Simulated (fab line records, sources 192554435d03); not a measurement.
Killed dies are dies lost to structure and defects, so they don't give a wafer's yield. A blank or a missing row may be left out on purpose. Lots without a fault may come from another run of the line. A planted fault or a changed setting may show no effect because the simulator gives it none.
Chamber matching | flow n5_finfet | N5_BEOL_M4_PECVD_72 on pecvd-02: 3 sister chambers
The step deposits SiO2 from TEOS/O2, target thk 16 nm, time 18 s. 14 wafers are shown with their chamber, then 7 later ones without.

WAFERS WITH THEIR CHAMBER
wafer  | chamber | throttle_valve_pct (%) | showerhead_plenum_p_Torr (Torr) | heater_power_w (W)
L077.1 | 0       | 25.5                   | 8.79                            | 739
L077.2 | 2       | 22.9                   | 8.77                            | 772
L077.5 | 0       | 25.8                   | 8.79                            | 726
L076.2 | 0       | 25.7                   | 8.80                            | 694
L076.5 | 1       | 22.7                   | 8.76                            | 744
L076.6 | 2       | 22.8                   | 8.80                            | 847
L079.1 | 0       | 25.9                   | 8.80                            | 695
L079.4 | 2       | 23.0                   | 8.79                            | 756
L079.5 | 0       | 25.8                   | 8.80                            | 681
L081.2 | 0       | 25.7                   | 8.79                            | 735
L081.4 | 2       | 22.9                   | 8.79                            | 806
L081.6 | 1       | 22.9                   | 8.77                            | 870
L082.1 | 1       | 22.8                   | 8.75                            | 846
L082.2 | 2       | 22.7                   | 8.77                            | 751

SIGNATURES (means of the wafers above)
reading                  | chamber 0 | chamber 1 | chamber 2 | scatter within a chamber
throttle_valve_pct       | 25.733    | 22.800    | 22.860    | 0.123
showerhead_plenum_p_Torr | 8.7950    | 8.7600    | 8.7840    | 0.00986
heater_power_w           | 711.67    | 820.00    | 786.40    | 40.9
Rule: a wafer's distance from a chamber is the root of the sum, over the readings, of the square of ((its reading less the chamber's mean) divided by the reading's scatter). The wafer belongs to the nearest chamber; if the next one is less than 2 further off, it can't be placed. The scatter: the root of (the sum of the squares of (reading less its chamber's mean) over the shown wafers, divided by (wafers less chambers)).

WAFERS WITHOUT THEIR CHAMBER
wafer  | throttle_valve_pct (%) | showerhead_plenum_p_Torr (Torr) | heater_power_w (W)
L082.6 | 22.9                   | 8.76                            | 881
L087.1 | 23.2                   | 8.80                            | 807
L087.4 | 22.9                   | 8.79                            | 826
L087.6 | 22.9                   | 8.78                            | 751
L094.1 | 25.7                   | 8.80                            | 695
L094.3 | 23.2                   | 8.83                            | 863
L094.5 | 22.8                   | 8.77                            | 799

WHICH CHAMBER EACH WENT THROUGH
wafer  | from the rows above     | in truth
L082.6 | can't be placed: 1 or 2 | 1
L087.1 | can't be placed: 2 or 1 | 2
L087.4 | can't be placed: 2 or 1 | 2
L087.6 | can't be placed: 2 or 1 | 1
L094.1 | 0                       | 0
L094.3 | 2                       | 2
L094.5 | can't be placed: 1 or 2 | 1
Placed correctly: 2 of 7. Can't be placed from these rows: 5 (the true chamber is among the candidates in 5). Placed wrongly: 0.
